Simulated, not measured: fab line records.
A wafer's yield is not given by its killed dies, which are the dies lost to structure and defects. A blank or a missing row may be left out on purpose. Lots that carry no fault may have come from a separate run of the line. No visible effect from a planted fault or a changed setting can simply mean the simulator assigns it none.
Which tool was responsible? :: flow n5-finfet :: Sampling: 24 lots, 72 wafers, 5 of 1938 route steps

== WHAT EACH GAUGE READ, for each wafer ==
N5_FIN_CUT_OVL_MEAS_09.
lot: L074
measured: day 2 02:26
on: overlay-01
FIN_CUT_OVL (nm): -1.0 -0.3 -0.2

lot: L075
measured: day 2 08:28
on: overlay-01
FIN_CUT_OVL (nm): 0.1 -0.7 -0.2

lot: L076
measured: day 2 14:56
on: overlay-01
FIN_CUT_OVL (nm): 0.0 -1.1 -0.3

lot: L077
measured: day 2 21:07
on: overlay-02
FIN_CUT_OVL (nm): -0.2 -0.7 -1.1

lot: L078
measured: day 3 02:24
on: overlay-02
FIN_CUT_OVL (nm): 0.4 0.3 0.2

lot: L079
measured: day 3 08:04
on: overlay-02
FIN_CUT_OVL (nm): -0.5 -0.2 -0.1

lot: L080
measured: day 3 15:11
on: overlay-01
FIN_CUT_OVL (nm): 0.4 -0.1 -1.0

lot: L081
measured: day 3 20:01
on: overlay-01
FIN_CUT_OVL (nm): -0.8 -0.2 -1.0

lot: L082
measured: day 4 02:13
on: overlay-02
FIN_CUT_OVL (nm): -0.6 -0.9 -0.6

lot: L083
measured: day 4 08:30
on: overlay-01
FIN_CUT_OVL (nm): -0.5 -0.6 -1.0

lot: L084
measured: day 4 13:55
on: overlay-02
FIN_CUT_OVL (nm): -0.6 -0.7 -0.1

lot: L085
measured: day 4 20:35
on: overlay-01
FIN_CUT_OVL (nm): -0.5 0.0 0.3

lot: L086
measured: day 5 03:04
on: overlay-02
FIN_CUT_OVL (nm): -0.9 -1.3 -0.8

lot: L087
measured: day 5 09:31
on: overlay-01
FIN_CUT_OVL (nm): -1.7 -0.6 -0.7

lot: L088
measured: day 5 14:19
on: overlay-01
FIN_CUT_OVL (nm): 0.6 1.2 0.5

lot: L089
measured: day 5 22:23
on: overlay-01
FIN_CUT_OVL (nm): 0.8 0.8 0.1

lot: L090
measured: day 6 04:35
on: overlay-01
FIN_CUT_OVL (nm): 0.3 0.3 0.1

lot: L091
measured: day 6 08:14
on: overlay-01
FIN_CUT_OVL (nm): -0.4 -0.8 -0.5

lot: L093
measured: day 6 23:38
on: overlay-01
FIN_CUT_OVL (nm): -0.4 -0.6 -0.1

lot: L092
measured: day 7 00:20
on: overlay-02
FIN_CUT_OVL (nm): -0.3 0.3 -0.4

lot: L094
measured: day 7 03:40
on: overlay-02
FIN_CUT_OVL (nm): -1.1 -0.7 -1.0

lot: L095
measured: day 7 08:22
on: overlay-01
FIN_CUT_OVL (nm): -0.6 -1.0 -0.4

lot: L096
measured: day 7 15:00
on: overlay-01
FIN_CUT_OVL (nm): 0.1 0.9 0.1

lot: L097
measured: day 7 20:37
on: overlay-01
FIN_CUT_OVL (nm): 1.1 0.3 0.5

N5_DUMMY_GATE_CD_MEAS_24 targets a cd of 15 nm.
lot: L074
measured: day 2 22:27
on: cd-sem-02
cd-nm (nm): 15.4 14.6 14.9

lot: L075
measured: day 3 04:02
on: cd-sem-03
cd-nm (nm): 15.1 15.1 14.6

lot: L076
measured: day 3 12:53
on: cd-sem-03
cd-nm (nm): 14.6 14.7 14.6

lot: L077
measured: day 3 17:07
on: cd-sem-02
cd-nm (nm): 14.8 15.0 14.5

lot: L078
measured: day 3 22:23
on: cd-sem-03
cd-nm (nm): 15.0 14.4 15.0

lot: L079
measured: day 4 05:30
on: cd-sem-01
cd-nm (nm): 14.9 15.0 15.3

lot: L080
measured: day 4 13:14
on: cd-sem-02
cd-nm (nm): 14.5 14.7 14.1

lot: L081
measured: day 4 19:20
on: cd-sem-02
cd-nm (nm): 15.2 14.6 14.9

lot: L082
measured: day 4 22:11
on: cd-sem-01
cd-nm (nm): 14.6 14.7 14.9

lot: L083
measured: day 5 05:41
on: cd-sem-03
cd-nm (nm): 14.5 14.6 14.7

lot: L084
measured: day 5 09:35
on: cd-sem-01
cd-nm (nm): 14.5 14.8 15.8

lot: L085
measured: day 5 16:07
on: cd-sem-03
cd-nm (nm): 15.1 14.9 14.6

lot: L086
measured: day 5 22:55
on: cd-sem-02
cd-nm (nm): 15.7 15.0 14.7

lot: L087
measured: day 6 04:47
on: cd-sem-02
cd-nm (nm): 14.7 15.1 14.9

lot: L088
measured: day 6 10:46
on: cd-sem-03
cd-nm (nm): 15.0 14.4 14.6

lot: L089
measured: day 6 19:06
on: cd-sem-02
cd-nm (nm): 15.0 15.0 14.8

lot: L090
measured: day 7 00:44
on: cd-sem-03
cd-nm (nm): 14.8 15.7 15.1

lot: L091
measured: day 7 06:47
on: cd-sem-03
cd-nm (nm): 15.1 14.9 14.9

lot: L093
measured: day 7 19:03
on: cd-sem-02
cd-nm (nm): 15.0 15.2 15.0

lot: L092
measured: day 7 23:06
on: cd-sem-01
cd-nm (nm): 15.2 15.2 15.2

lot: L094
measured: day 8 02:39
on: cd-sem-01
cd-nm (nm): 14.7 14.7 14.5

lot: L095
measured: day 8 04:51
on: cd-sem-02
cd-nm (nm): 15.4 14.6 15.5

lot: L096
measured: day 8 10:49
on: cd-sem-01
cd-nm (nm): 15.2 15.5 15.2

lot: L097
measured: day 8 16:17
on: cd-sem-01
cd-nm (nm): 15.0 15.2 14.7

== WHAT TOOL EACH LOT RAN ON (gives the tool, then ch and the chambers of the sampled wafers, and finally the start) ==
lot: L074
N5_FIN_CUT_DESCUM_13: rie-diel-03 ch 0,1,3, day 2 02:49
N5_FIN_CUT_STRIP_22: rie-diel-03 ch 1,2,3, day 2 03:34
N5_STI_FIN_REVEAL_OXIDATION_33: plasma-asher-01 ch 0,1, day 2 12:41

lot: L075
N5_FIN_CUT_DESCUM_13: rie-diel-01 ch 1,2, day 2 08:34
N5_FIN_CUT_STRIP_22: rie-diel-03 ch 0,2,3, day 2 09:19
N5_STI_FIN_REVEAL_OXIDATION_33: plasma-asher-02 ch 0,1, day 2 18:10

lot: L076
N5_FIN_CUT_DESCUM_13: rie-diel-03 ch 1,2,3, day 2 15:02
N5_FIN_CUT_STRIP_22: rie-diel-03 ch 1,2, day 2 15:55
N5_STI_FIN_REVEAL_OXIDATION_33: plasma-asher-01 ch 0,1, day 3 01:48

lot: L077
N5_FIN_CUT_DESCUM_13: rie-diel-01 ch 1,2,3, day 2 21:13
N5_FIN_CUT_STRIP_22: rie-diel-06 ch 0,1,3, day 2 21:58
N5_STI_FIN_REVEAL_OXIDATION_33: plasma-asher-01 ch 0,1, day 3 07:01

lot: L078
N5_FIN_CUT_DESCUM_13: rie-diel-03 ch 1,2, day 3 02:29
N5_FIN_CUT_STRIP_22: rie-diel-03 ch 1,2,3, day 3 03:15
N5_STI_FIN_REVEAL_OXIDATION_33: plasma-asher-01 ch 0,1, day 3 12:29

lot: L079
N5_FIN_CUT_DESCUM_13: rie-diel-06 ch 0,1,2, day 3 08:11
N5_FIN_CUT_STRIP_22: rie-diel-06 ch 0,2, day 3 08:56
N5_STI_FIN_REVEAL_OXIDATION_33: plasma-asher-01 ch 0,1, day 3 17:47

lot: L080
N5_FIN_CUT_DESCUM_13: rie-diel-01 ch 0,1,3, day 3 15:17
N5_FIN_CUT_STRIP_22: rie-diel-03 ch 1,2, day 3 16:13
N5_STI_FIN_REVEAL_OXIDATION_33: plasma-asher-02 ch 1, day 4 01:10

lot: L081
N5_FIN_CUT_DESCUM_13: rie-diel-03 ch 1,2,3, day 3 20:05
N5_FIN_CUT_STRIP_22: rie-diel-06 ch 1,3, day 3 20:55
N5_STI_FIN_REVEAL_OXIDATION_33: plasma-asher-01 ch 0,1, day 4 05:39

lot: L082
N5_FIN_CUT_DESCUM_13: rie-diel-06 ch 0,3, day 4 02:24
N5_FIN_CUT_STRIP_22: rie-diel-03 ch 0,1,2, day 4 03:11
N5_STI_FIN_REVEAL_OXIDATION_33: plasma-asher-02 ch 0,1, day 4 11:48

lot: L083
N5_FIN_CUT_DESCUM_13: rie-diel-06 ch 0,3, day 4 08:35
N5_FIN_CUT_STRIP_22: rie-diel-06 ch 1,2,3, day 4 09:21
N5_STI_FIN_REVEAL_OXIDATION_33: plasma-asher-01 ch 0, day 4 18:01

lot: L084
N5_FIN_CUT_DESCUM_13: rie-diel-03 ch 2,3, day 4 14:00
N5_FIN_CUT_STRIP_22: rie-diel-06 ch 0,1,2, day 4 14:45
N5_STI_FIN_REVEAL_OXIDATION_33: plasma-asher-01 ch 0,1, day 4 23:22

lot: L085
N5_FIN_CUT_DESCUM_13: rie-diel-01 ch 0,2,3, day 4 20:40
N5_FIN_CUT_STRIP_22: rie-diel-01 ch 2,3, day 4 21:28
N5_STI_FIN_REVEAL_OXIDATION_33: plasma-asher-02 ch 0,1, day 5 06:07

lot: L086
N5_FIN_CUT_DESCUM_13: rie-diel-03 ch 0,2,3, day 5 03:10
N5_FIN_CUT_STRIP_22: rie-diel-01 ch 0,1,2, day 5 03:55
N5_STI_FIN_REVEAL_OXIDATION_33: plasma-asher-01 ch 0,1, day 5 13:02

lot: L087
N5_FIN_CUT_DESCUM_13: rie-diel-01 ch 0,1,2, day 5 09:35
N5_FIN_CUT_STRIP_22: rie-diel-01 ch 0,2,3, day 5 10:20
N5_STI_FIN_REVEAL_OXIDATION_33: plasma-asher-02 ch 0,1, day 5 18:59

lot: L088
N5_FIN_CUT_DESCUM_13: rie-diel-03 ch 0,2,3, day 5 14:24
N5_FIN_CUT_STRIP_22: rie-diel-01 ch 1,2,3, day 5 15:09
N5_STI_FIN_REVEAL_OXIDATION_33: plasma-asher-01 ch 0,1, day 5 23:50

lot: L089
N5_FIN_CUT_DESCUM_13: rie-diel-06 ch 2,3, day 5 23:12
N5_FIN_CUT_STRIP_22: rie-diel-06 ch 0,3, day 5 23:58
N5_STI_FIN_REVEAL_OXIDATION_33: plasma-asher-02 ch 0,1, day 6 09:07

lot: L090
N5_FIN_CUT_DESCUM_13: rie-diel-01 ch 0,2,3, day 6 05:13
N5_FIN_CUT_STRIP_22: rie-diel-06 ch 0,1,2, day 6 05:58
N5_STI_FIN_REVEAL_OXIDATION_33: plasma-asher-02 ch 0,1, day 6 14:34

lot: L091
N5_FIN_CUT_DESCUM_13: rie-diel-06 ch 1,2,3, day 6 08:27
N5_FIN_CUT_STRIP_22: rie-diel-06 ch 0,1,2, day 6 09:20
N5_STI_FIN_REVEAL_OXIDATION_33: plasma-asher-02 ch 0,1, day 6 19:39

lot: L093
N5_FIN_CUT_DESCUM_13: rie-diel-03 ch 1,3, day 6 23:44
N5_FIN_CUT_STRIP_22: rie-diel-06 ch 0,1, day 7 00:29
N5_STI_FIN_REVEAL_OXIDATION_33: plasma-asher-01 ch 0,1, day 7 09:04

lot: L092
N5_FIN_CUT_DESCUM_13: rie-diel-01 ch 1,2,3, day 7 00:25
N5_FIN_CUT_STRIP_22: rie-diel-01 ch 0,1,3, day 7 01:24
N5_STI_FIN_REVEAL_OXIDATION_33: plasma-asher-01 ch 0,1, day 7 11:41

lot: L094
N5_FIN_CUT_DESCUM_13: rie-diel-06 ch 1,2,3, day 7 04:01
N5_FIN_CUT_STRIP_22: rie-diel-03 ch 0,3, day 7 04:46
N5_STI_FIN_REVEAL_OXIDATION_33: plasma-asher-02 ch 0,1, day 7 13:34

lot: L095
N5_FIN_CUT_DESCUM_13: rie-diel-03 ch 0,1,2, day 7 08:28
N5_FIN_CUT_STRIP_22: rie-diel-06 ch 1,2, day 7 09:13
N5_STI_FIN_REVEAL_OXIDATION_33: plasma-asher-01 ch 0,1, day 7 17:53

lot: L096
N5_FIN_CUT_DESCUM_13: rie-diel-01 ch 1,2,3, day 7 15:05
N5_FIN_CUT_STRIP_22: rie-diel-06 ch 1,3, day 7 15:51
N5_STI_FIN_REVEAL_OXIDATION_33: plasma-asher-02 ch 0, day 8 00:44

lot: L097
N5_FIN_CUT_DESCUM_13: rie-diel-06 ch 2,3, day 7 20:42
N5_FIN_CUT_STRIP_22: rie-diel-01 ch 0,1,2, day 7 21:28
N5_STI_FIN_REVEAL_OXIDATION_33: plasma-asher-02 ch 0, day 8 06:30
- N5_FIN_CUT_DESCUM_13: chemistry O2, time 7 s.
- N5_FIN_CUT_STRIP_22: strips in N2/H2.
- N5_STI_FIN_REVEAL_OXIDATION_33: chemistry O2 PLASMA REMOTE, time 20 s.

== AS READ BY THE TOOLS THEMSELVES (means over the sampled wafers that have a number; for cases with no such wafer, the mark the record gives instead) ==
N5_FIN_CUT_DESCUM_13.
lot: L074
tool: rie-diel-03
bias-power-w (W): 20.00
drypump-motor-current-A (A): 5.9
oes-product-au (a.u.): 0.70
rf-vpp-V (V): 245.6
showerhead-plenum-p-Torr (Torr): 2.18
temp-c (C): 39.88
throttle-valve-pct (%): 20.51

lot: L075
tool: rie-diel-01
bias-power-w (W): 19.98
drypump-motor-current-A (A): 5.2
oes-product-au (a.u.): 0.78
rf-vpp-V (V): 243.5
showerhead-plenum-p-Torr (Torr): 2.14
temp-c (C): 40.01
throttle-valve-pct (%): 20.24

lot: L076
tool: rie-diel-03
bias-power-w (W): 19.92
drypump-motor-current-A (A): 5.9
oes-product-au (a.u.): 0.70
rf-vpp-V (V): 243.4
showerhead-plenum-p-Torr (Torr): 2.15
temp-c (C): 40.02
throttle-valve-pct (%): 20.60

lot: L077
tool: rie-diel-01
bias-power-w (W): 19.97
drypump-motor-current-A (A): 5.6
oes-product-au (a.u.): 0.79
rf-vpp-V (V): 242.8
showerhead-plenum-p-Torr (Torr): 2.10
temp-c (C): 39.94
throttle-valve-pct (%): 20.38

lot: L078
tool: rie-diel-03
bias-power-w (W): 20.04
drypump-motor-current-A (A): 6.0
oes-product-au (a.u.): 0.68
rf-vpp-V (V): 243.8
showerhead-plenum-p-Torr (Torr): 2.13
temp-c (C): 40.03
throttle-valve-pct (%): 20.57

lot: L079
tool: rie-diel-06
bias-power-w (W): 19.95
drypump-motor-current-A (A): 5.4
oes-product-au (a.u.): 0.73
rf-vpp-V (V): 242.8
showerhead-plenum-p-Torr (Torr): 2.05
temp-c (C): 39.97
throttle-valve-pct (%): 20.42

lot: L080
tool: rie-diel-01
bias-power-w (W): 19.98
drypump-motor-current-A (A): 5.3
oes-product-au (a.u.): 0.77
rf-vpp-V (V): 243.2
showerhead-plenum-p-Torr (Torr): 2.10
temp-c (C): 40.02
throttle-valve-pct (%): 20.53

lot: L081
tool: rie-diel-03
bias-power-w (W): 19.99
drypump-motor-current-A (A): 5.9
oes-product-au (a.u.): 0.70
rf-vpp-V (V): 243.9
showerhead-plenum-p-Torr (Torr): 2.14
temp-c (C): 39.94
throttle-valve-pct (%): 20.62

lot: L082
tool: rie-diel-06
bias-power-w (W): 20.05
drypump-motor-current-A (A): 6.0
oes-product-au (a.u.): 0.80
rf-vpp-V (V): 243.3
showerhead-plenum-p-Torr (Torr): 2.08
temp-c (C): 40.01
throttle-valve-pct (%): 20.44

lot: L083
tool: rie-diel-06
bias-power-w (W): 20.00
drypump-motor-current-A (A): 5.9
oes-product-au (a.u.): 0.81
rf-vpp-V (V): 243.4
showerhead-plenum-p-Torr (Torr): 2.14
temp-c (C): 40.00
throttle-valve-pct (%): 20.36

lot: L084
tool: rie-diel-03
bias-power-w (W): 20.01
drypump-motor-current-A (A): 6.2
oes-product-au (a.u.): 0.71
rf-vpp-V (V): 244.1
showerhead-plenum-p-Torr (Torr): 2.12
temp-c (C): 39.83
throttle-valve-pct (%): 20.67

lot: L085
tool: rie-diel-01
bias-power-w (W): 20.02
drypump-motor-current-A (A): 5.7
oes-product-au (a.u.): 0.79
rf-vpp-V (V): 243.5
showerhead-plenum-p-Torr (Torr): 2.07
temp-c (C): 39.91
throttle-valve-pct (%): 20.54

lot: L086
tool: rie-diel-03
bias-power-w (W): 19.98
drypump-motor-current-A (A): 6.2
oes-product-au (a.u.): 0.70
rf-vpp-V (V): 243.2
showerhead-plenum-p-Torr (Torr): 2.15
temp-c (C): 39.96
throttle-valve-pct (%): 20.57

lot: L087
tool: rie-diel-01
bias-power-w (W): 20.02
drypump-motor-current-A (A): 5.3
oes-product-au (a.u.): 0.78
rf-vpp-V (V): 243.7
showerhead-plenum-p-Torr (Torr): 2.12
temp-c (C): 40.05
throttle-valve-pct (%): 20.43

lot: L088
tool: rie-diel-03
bias-power-w (W): 19.95
drypump-motor-current-A (A): 6.2
oes-product-au (a.u.): 0.69
rf-vpp-V (V): 244.2
showerhead-plenum-p-Torr (Torr): 2.14
temp-c (C): 40.04
throttle-valve-pct (%): 20.58

lot: L089
tool: rie-diel-06
bias-power-w (W): 20.09
drypump-motor-current-A (A): 5.5
oes-product-au (a.u.): 0.86
rf-vpp-V (V): 243.8
showerhead-plenum-p-Torr (Torr): 2.15
temp-c (C): 39.91
throttle-valve-pct (%): 20.16

lot: L090
tool: rie-diel-01
bias-power-w (W): 20.01
drypump-motor-current-A (A): 5.7
oes-product-au (a.u.): 0.78
rf-vpp-V (V): 242.6
showerhead-plenum-p-Torr (Torr): 2.07
temp-c (C): 40.10
throttle-valve-pct (%): 20.56

lot: L091
tool: rie-diel-06
bias-power-w (W): 20.04
drypump-motor-current-A (A): 5.3
oes-product-au (a.u.): 0.83
rf-vpp-V (V): 243.1
showerhead-plenum-p-Torr (Torr): 2.11
temp-c (C): 40.02
throttle-valve-pct (%): 20.22

lot: L093
tool: rie-diel-03
bias-power-w (W): 20.03
drypump-motor-current-A (A): 5.6
oes-product-au (a.u.): 0.88
rf-vpp-V (V): 244.7
showerhead-plenum-p-Torr (Torr): 2.16
temp-c (C): 40.06
throttle-valve-pct (%): 20.37

lot: L092
tool: rie-diel-01
bias-power-w (W): 19.98
drypump-motor-current-A (A): 5.6
oes-product-au (a.u.): 0.76
rf-vpp-V (V): 243.1
showerhead-plenum-p-Torr (Torr): 2.09
temp-c (C): 40.05
throttle-valve-pct (%): 20.42

lot: L094
tool: rie-diel-06
bias-power-w (W): 20.05
drypump-motor-current-A (A): 5.2
oes-product-au (a.u.): 0.82
rf-vpp-V (V): 244.2
showerhead-plenum-p-Torr (Torr): 2.11
temp-c (C): 40.07
throttle-valve-pct (%): 20.23

lot: L095
tool: rie-diel-03
bias-power-w (W): 20.05
drypump-motor-current-A (A): 6.2
oes-product-au (a.u.): 0.76
rf-vpp-V (V): 243.2
showerhead-plenum-p-Torr (Torr): 2.13
temp-c (C): 40.09
throttle-valve-pct (%): 20.41

lot: L096
tool: rie-diel-01
bias-power-w (W): 20.03
drypump-motor-current-A (A): 5.6
oes-product-au (a.u.): 0.75
rf-vpp-V (V): 243.1
showerhead-plenum-p-Torr (Torr): 2.09
temp-c (C): 39.94
throttle-valve-pct (%): 20.42

lot: L097
tool: rie-diel-06
bias-power-w (W): 19.92
drypump-motor-current-A (A): 5.4
oes-product-au (a.u.): 0.84
rf-vpp-V (V): 245.4
showerhead-plenum-p-Torr (Torr): 2.15
temp-c (C): 40.06
throttle-valve-pct (%): 20.19

N5_FIN_CUT_STRIP_22.
lot: L074
tool: rie-diel-03
bias-power-w (W): 8.000
drypump-motor-current-A (A): 5.9
oes-product-au (a.u.): 0.70
power-w (W): 500.7
rf-vpp-V (V): 53.6
showerhead-plenum-p-Torr (Torr): 3.42
temp-c (C): 40.00
throttle-valve-pct (%): 18.96

lot: L075
tool: rie-diel-03
bias-power-w (W): 8.010
drypump-motor-current-A (A): 6.2
oes-product-au (a.u.): 0.72
power-w (W): 500.1
rf-vpp-V (V): 54.3
showerhead-plenum-p-Torr (Torr): 3.43
temp-c (C): 39.93
throttle-valve-pct (%): 19.04

lot: L076
tool: rie-diel-03
bias-power-w (W): 7.988
drypump-motor-current-A (A): 6.0
oes-product-au (a.u.): 0.68
power-w (W): 499.9
rf-vpp-V (V): 52.2
showerhead-plenum-p-Torr (Torr): 3.41
temp-c (C): 40.11
throttle-valve-pct (%): 19.05

lot: L077
tool: rie-diel-06
bias-power-w (W): 7.999
drypump-motor-current-A (A): 5.7
oes-product-au (a.u.): 0.80
power-w (W): 499.2
rf-vpp-V (V): 56.2
showerhead-plenum-p-Torr (Torr): 3.36
temp-c (C): 40.04
throttle-valve-pct (%): 18.73

lot: L078
tool: rie-diel-03
bias-power-w (W): 8.000
drypump-motor-current-A (A): 5.9
oes-product-au (a.u.): 0.69
power-w (W): 499.3
rf-vpp-V (V): 55.8
showerhead-plenum-p-Torr (Torr): 3.42
temp-c (C): 40.04
throttle-valve-pct (%): 18.98

lot: L079
tool: rie-diel-06
bias-power-w (W): 8.002
drypump-motor-current-A (A): 5.9
oes-product-au (a.u.): 0.74
power-w (W): 498.6
rf-vpp-V (V): 52.3
showerhead-plenum-p-Torr (Torr): 3.24
temp-c (C): 39.90
throttle-valve-pct (%): 18.98

lot: L080
tool: rie-diel-03
bias-power-w (W): 7.994
drypump-motor-current-A (A): 6.3
oes-product-au (a.u.): 0.69
power-w (W): 501.5
rf-vpp-V (V): 54.1
showerhead-plenum-p-Torr (Torr): 3.36
temp-c (C): 39.96
throttle-valve-pct (%): 18.88

lot: L081
tool: rie-diel-06
bias-power-w (W): 8.003
drypump-motor-current-A (A): 5.3
oes-product-au (a.u.): 0.78
power-w (W): 500.3
rf-vpp-V (V): 55.6
showerhead-plenum-p-Torr (Torr): 3.40
temp-c (C): 39.93
throttle-valve-pct (%): 18.60

lot: L082
tool: rie-diel-03
bias-power-w (W): 8.022
drypump-motor-current-A (A): 6.3
oes-product-au (a.u.): 0.68
power-w (W): 499.7
rf-vpp-V (V): 56.0
showerhead-plenum-p-Torr (Torr): 3.42
temp-c (C): 40.00
throttle-valve-pct (%): 19.14

lot: L083
tool: rie-diel-06
bias-power-w (W): 7.992
drypump-motor-current-A (A): 5.3
oes-product-au (a.u.): 0.86
power-w (W): 500.2
rf-vpp-V (V): 53.8
showerhead-plenum-p-Torr (Torr): 3.38
temp-c (C): 40.06
throttle-valve-pct (%): 18.57

lot: L084
tool: rie-diel-06
bias-power-w (W): 8.013
drypump-motor-current-A (A): 5.4
oes-product-au (a.u.): 0.85
power-w (W): 500.0
rf-vpp-V (V): 54.4
showerhead-plenum-p-Torr (Torr): 3.28
temp-c (C): 40.00
throttle-valve-pct (%): 18.69

lot: L085
tool: rie-diel-01
bias-power-w (W): 7.972
drypump-motor-current-A (A): 6.0
oes-product-au (a.u.): 0.80
power-w (W): 500.1
rf-vpp-V (V): 54.1
showerhead-plenum-p-Torr (Torr): 3.34
temp-c (C): 39.91
throttle-valve-pct (%): 19.04

lot: L086
tool: rie-diel-01
bias-power-w (W): 8.018
drypump-motor-current-A (A): 5.3
oes-product-au (a.u.): 0.78
power-w (W): 500.2
rf-vpp-V (V): 54.3
showerhead-plenum-p-Torr (Torr): 3.41
temp-c (C): 40.11
throttle-valve-pct (%): 18.93

lot: L087
tool: rie-diel-01
bias-power-w (W): 8.016
drypump-motor-current-A (A): 5.7
oes-product-au (a.u.): 0.79
power-w (W): 499.1
rf-vpp-V (V): 54.6
showerhead-plenum-p-Torr (Torr): 3.33
temp-c (C): 39.99
throttle-valve-pct (%): 19.09

lot: L088
tool: rie-diel-01
bias-power-w (W): 7.991
drypump-motor-current-A (A): 5.6
oes-product-au (a.u.): 0.78
power-w (W): 498.9
rf-vpp-V (V): 55.0
showerhead-plenum-p-Torr (Torr): 3.37
temp-c (C): 40.08
throttle-valve-pct (%): 18.96

lot: L089
tool: rie-diel-06
bias-power-w (W): 7.972
drypump-motor-current-A (A): 5.9
oes-product-au (a.u.): 0.79
power-w (W): 501.5
rf-vpp-V (V): 55.5
showerhead-plenum-p-Torr (Torr): 3.41
temp-c (C): 40.08
throttle-valve-pct (%): 18.80

lot: L090
tool: rie-diel-06
bias-power-w (W): 7.983
drypump-motor-current-A (A): 5.5
oes-product-au (a.u.): 0.81
power-w (W): 501.1
rf-vpp-V (V): 53.1
showerhead-plenum-p-Torr (Torr): 3.27
temp-c (C): 39.96
throttle-valve-pct (%): 18.70

lot: L091
tool: rie-diel-06
bias-power-w (W): 7.991
drypump-motor-current-A (A): 5.5
oes-product-au (a.u.): 0.81
power-w (W): 500.0
rf-vpp-V (V): 51.8
showerhead-plenum-p-Torr (Torr): 3.28
temp-c (C): 40.13
throttle-valve-pct (%): 18.72

lot: L093
tool: rie-diel-06
bias-power-w (W): 8.024
drypump-motor-current-A (A): 5.9
oes-product-au (a.u.): 0.75
power-w (W): 498.4
rf-vpp-V (V): 56.6
showerhead-plenum-p-Torr (Torr): 3.24
temp-c (C): 40.15
throttle-valve-pct (%): 18.87

lot: L092
tool: rie-diel-01
bias-power-w (W): 7.987
drypump-motor-current-A (A): 5.3
oes-product-au (a.u.): 0.75
power-w (W): 500.7
rf-vpp-V (V): 54.2
showerhead-plenum-p-Torr (Torr): 3.35
temp-c (C): 40.09
throttle-valve-pct (%): 18.98

lot: L094
tool: rie-diel-03
bias-power-w (W): 8.010
drypump-motor-current-A (A): 5.8
oes-product-au (a.u.): 0.70
power-w (W): 501.0
rf-vpp-V (V): 53.0
showerhead-plenum-p-Torr (Torr): 3.47
temp-c (C): 40.03
throttle-valve-pct (%): 19.23

lot: L095
tool: rie-diel-06
bias-power-w (W): 8.003
drypump-motor-current-A (A): 5.1
oes-product-au (a.u.): 0.79
power-w (W): 499.4
rf-vpp-V (V): 54.4
showerhead-plenum-p-Torr (Torr): 3.31
temp-c (C): 39.95
throttle-valve-pct (%): 18.62

lot: L096
tool: rie-diel-06
bias-power-w (W): 7.987
drypump-motor-current-A (A): 5.5
oes-product-au (a.u.): 0.78
power-w (W): 501.4
rf-vpp-V (V): 55.1
showerhead-plenum-p-Torr (Torr): 3.44
temp-c (C): 39.99
throttle-valve-pct (%): 18.67

lot: L097
tool: rie-diel-01
bias-power-w (W): 8.003
drypump-motor-current-A (A): 5.4
oes-product-au (a.u.): 0.76
power-w (W): 500.8
rf-vpp-V (V): 53.5
showerhead-plenum-p-Torr (Torr): 3.40
temp-c (C): 40.01
throttle-valve-pct (%): 18.98

N5_STI_FIN_REVEAL_OXIDATION_33.
lot: L074
tool: plasma-asher-01
drypump-motor-current-A (A): 5.3
heater-power-w (W): 137
temp-c (C): 150.08

lot: L075
tool: plasma-asher-02
drypump-motor-current-A (A): 5.9
heater-power-w (W): 173
temp-c (C): 150.06

lot: L076
tool: plasma-asher-01
drypump-motor-current-A (A): 5.3
heater-power-w (W): 137
temp-c (C): 149.89

lot: L077
tool: plasma-asher-01
drypump-motor-current-A (A): 5.3
heater-power-w (W): 137
temp-c (C): 149.80

lot: L078
tool: plasma-asher-01
drypump-motor-current-A (A): 5.8
heater-power-w (W): 143
temp-c (C): 149.94

lot: L079
tool: plasma-asher-01
drypump-motor-current-A (A): 5.3
heater-power-w (W): 136
temp-c (C): 149.99

lot: L080
tool: plasma-asher-02
drypump-motor-current-A (A): 6.4
heater-power-w (W): 184
temp-c (C): 149.73

lot: L081
tool: plasma-asher-01
drypump-motor-current-A (A): 5.4
heater-power-w (W): 138
temp-c (C): 149.97

lot: L082
tool: plasma-asher-02
drypump-motor-current-A (A): 6.1
heater-power-w (W): 177
temp-c (C): 150.02

lot: L083
tool: plasma-asher-01
drypump-motor-current-A (A): 6.2
heater-power-w (W): 147
temp-c (C): 150.01

lot: L084
tool: plasma-asher-01
drypump-motor-current-A (A): 5.4
heater-power-w (W): 137
temp-c (C): 150.04

lot: L085
tool: plasma-asher-02
drypump-motor-current-A (A): 6.2
heater-power-w (W): 179
temp-c (C): 149.87

lot: L086
tool: plasma-asher-01
drypump-motor-current-A (A): 5.3
heater-power-w (W): 136
temp-c (C): 149.98

lot: L087
tool: plasma-asher-02
drypump-motor-current-A (A): 6.2
heater-power-w (W): 179
temp-c (C): 150.02

lot: L088
tool: plasma-asher-01
drypump-motor-current-A (A): 5.4
heater-power-w (W): 136
temp-c (C): 150.23

lot: L089
tool: plasma-asher-02
drypump-motor-current-A (A): 6.2
heater-power-w (W): 180
temp-c (C): 149.98

lot: L090
tool: plasma-asher-02
drypump-motor-current-A (A): 6.1
heater-power-w (W): 182
temp-c (C): 149.98

lot: L091
tool: plasma-asher-02
drypump-motor-current-A (A): 6.2
heater-power-w (W): 181
temp-c (C): 150.02

lot: L093
tool: plasma-asher-01
drypump-motor-current-A (A): 5.4
heater-power-w (W): 137
temp-c (C): 149.91

lot: L092
tool: plasma-asher-01
drypump-motor-current-A (A): 5.8
heater-power-w (W): 141
temp-c (C): 150.07

lot: L094
tool: plasma-asher-02
drypump-motor-current-A (A): 6.1
heater-power-w (W): 178
temp-c (C): 150.30

lot: L095
tool: plasma-asher-01
drypump-motor-current-A (A): 5.3
heater-power-w (W): 135
temp-c (C): 149.85

lot: L096
tool: plasma-asher-02
drypump-motor-current-A (A): 5.7
heater-power-w (W): 167
temp-c (C): 149.94

lot: L097
tool: plasma-asher-02
drypump-motor-current-A (A): 5.7
heater-power-w (W): 166
temp-c (C): 150.15

== THE ANSWER, worked out from the rows above alone ==
Rule: the lots themselves supply what counts as usual. Put in order of their means at a reading, lots are off if they are a third of the lots or fewer, leave a main group of 4 or more, and stand apart from it by a gap of 3 or more times the standard deviation of the main group's means; of several such gaps the widest counts. A main group is skipped when, at the precision printed for the reading in the tables above, its means are all equal. Also off: a lot with no number at a reading for which 4 or more lots have one. The other lots that the step has rows for count as sound. Order of review: gauges by route order, followed by the tools' own readings, for which a lot's mean as printed above is used. The first step at which some lot is off is used, and at that step the reading that is off furthest; a lot without a number counts as furthest.
No lot is off at any reading shown: from this, nothing can be told.

== WHAT THE SIMULATOR HAD PUT IN ==
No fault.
